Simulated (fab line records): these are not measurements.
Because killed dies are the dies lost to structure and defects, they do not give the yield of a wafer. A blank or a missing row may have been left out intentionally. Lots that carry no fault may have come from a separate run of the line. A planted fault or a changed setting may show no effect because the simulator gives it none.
Matching of chambers | flow n5 finfet | N5_BEOL_M12_DESCUM_33 on rie diel-04 has 4 sister chambers
The step chemistry O2, time 7.9 s. 4 wafers are shown with their chamber, then 7 later ones without.

## WAFERS PAIRED WITH THEIR CHAMBERS
wafer  | chamber | showerhead plenum p Torr (Torr)
L084.1 | 3       | 2.12
L084.2 | 1       | 2.12
L090.1 | 2       | 2.20
L090.2 | 0       | 2.06

## WAFERS MISSING THEIR CHAMBER
wafer  | showerhead plenum p Torr (Torr)
L090.3 | 2.12
L094.1 | 2.11
L094.2 | 2.05
L094.5 | 2.20
L093.3 | 2.05
L093.4 | 2.11
L093.5 | 2.05

## WHICH CHAMBER EACH ONE RAN IN
wafer  | from the rows above     | in truth
L090.3 | can't be placed: 1 or 3 | 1
L094.1 | can't be placed: 1 or 3 | 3
L094.2 | 0                       | 0
L094.5 | 2                       | 2
L093.3 | 0                       | 0
L093.4 | can't be placed: 1 or 3 | 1
L093.5 | 0                       | 0
Correctly placed: 4 of 7. Unplaceable from these rows: 3, with the true chamber sitting among the candidates in 3. Placed wrongly: 0.
How it was worked out, from the rows above alone: a wafer's distance from a chamber is the root of the sum, over the readings, of the square of ((its reading less the chamber's mean) divided by the reading's scatter). The wafer belongs to the nearest chamber; if the next one is less than 2 further off, it can't be placed. Each chamber's mean is taken over the wafers shown for it. The scatter (one wafer shown for each chamber): square how far every hidden wafer sits from the nearest shown wafer, average those squares and take the square root.
